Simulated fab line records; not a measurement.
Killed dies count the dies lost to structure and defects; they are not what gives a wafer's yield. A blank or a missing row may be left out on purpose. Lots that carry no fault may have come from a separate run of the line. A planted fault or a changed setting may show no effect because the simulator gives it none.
Chamber matching + flow nandHarc + NHARC_P_CONTACT_STRIP_28 on rieDiel-08 has 4 sister chambers
The step strips in O2. 22 wafers are shown with their chamber, then 11 later ones without.

## WAFERS WITH THEIR CHAMBER
| wafer  | chamber | showerheadPlenumPTorr (Torr) | drypumpMotorCurrentA (A) | oesProductAu (a.u.) |
|--------|---------|------------------------------|--------------------------|---------------------|
| L074.1 | 2       | 3.54                         | 5.98                     | 0.994               |
| L074.4 | 3       | 3.71                         | 5.80                     | 1.023               |
| L074.6 | 1       | 3.39                         | 5.33                     | 0.975               |
| L078.2 | 1       | 3.39                         | 5.34                     | 0.994               |
| L078.5 | 2       | 3.53                         | 6.00                     | 0.990               |
| L078.6 | 3       | 3.71                         | 5.85                     | 1.011               |
| L087.1 | 3       | 3.70                         | 5.86                     | 1.023               |
| L087.3 | 0       | 3.53                         | 5.53                     | 1.016               |
| L087.4 | 2       | 3.53                         | 5.99                     | 0.962               |
| L088.1 | 0       | 3.52                         | 5.52                     | 1.008               |
| L088.3 | 3       | 3.70                         | 5.85                     | 1.017               |
| L088.4 | 2       | 3.53                         | 5.98                     | 0.967               |
| L089.1 | 0       | 3.53                         | 5.52                     | 1.012               |
| L089.3 | 3       | 3.70                         | 5.86                     | 1.006               |
| L089.4 | 2       | 3.53                         | 5.97                     | 0.957               |
| L090.1 | 3       | 3.70                         | 5.87                     | 1.033               |
| L090.3 | 2       | 3.53                         | 6.00                     | 0.976               |
| L090.4 | 0       | 3.52                         | 5.50                     | 1.015               |
| L091.3 | 0       | 3.52                         | 5.55                     | 1.004               |
| L091.5 | 0       | 3.52                         | 5.52                     | 1.013               |
| L091.6 | 1       | 3.39                         | 5.34                     | 0.989               |
| L092.1 | 0       | 3.52                         | 5.53                     | 1.003               |

SIGNATURES, as means of the wafers listed above
| reading               | chamber 0 | chamber 1 | chamber 2 | chamber 3 | scatter within a chamber |
|-----------------------|-----------|-----------|-----------|-----------|--------------------------|
| showerheadPlenumPTorr | 3.5229    | 3.3900    | 3.5317    | 3.7033    | 0.00447                  |
| drypumpMotorCurrentA  | 5.5243    | 5.3367    | 5.9867    | 5.8483    | 0.0171                   |
| oesProductAu          | 1.01014   | 0.98600   | 0.97433   | 1.01883   | 0.0104                   |
Rule: distance of a wafer from a chamber = root of the sum over the readings of ((wafer's reading minus chamber's mean) / reading's scatter) squared. The wafer belongs to the nearest chamber; if the next one is less than 2 further off, it can't be placed. The scatter: the root of (the sum of the squares of (reading less its chamber's mean) over the shown wafers, divided by (wafers less chambers)).

## WAFERS WITH NO CHAMBER GIVEN
| wafer  | showerheadPlenumPTorr (Torr) | drypumpMotorCurrentA (A) | oesProductAu (a.u.) |
|--------|------------------------------|--------------------------|---------------------|
| L092.2 | 3.38                         | 5.34                     | 0.988               |
| L092.5 | 3.53                         | 5.97                     | 0.970               |
| L094.1 | 3.52                         | 5.56                     | 1.009               |
| L094.2 | 3.38                         | 5.34                     | 1.000               |
| L094.5 | 3.53                         | 5.96                     | 0.968               |
| L095.1 | 3.38                         | 5.34                     | 0.983               |
| L095.4 | 3.53                         | 5.99                     | 0.972               |
| L095.5 | 3.38                         | 5.33                     | 0.989               |
| L097.1 | 3.70                         | 5.83                     | 1.037               |
| L097.3 | 3.53                         | 5.98                     | 0.980               |
| L097.6 | 3.70                         | 5.85                     | 1.037               |

## THE CHAMBER EACH PASSED THROUGH
| wafer  | from the rows above | in truth |
|--------|---------------------|----------|
| L092.2 | 1                   | 1        |
| L092.5 | 2                   | 2        |
| L094.1 | 0                   | 0        |
| L094.2 | 1                   | 1        |
| L094.5 | 2                   | 2        |
| L095.1 | 1                   | 1        |
| L095.4 | 2                   | 2        |
| L095.5 | 1                   | 1        |
| L097.1 | 3                   | 3        |
| L097.3 | 2                   | 2        |
| L097.6 | 3                   | 3        |
Correctly placed: 11 of 11. Can't be placed from these rows: 0. Number placed wrongly: 0.
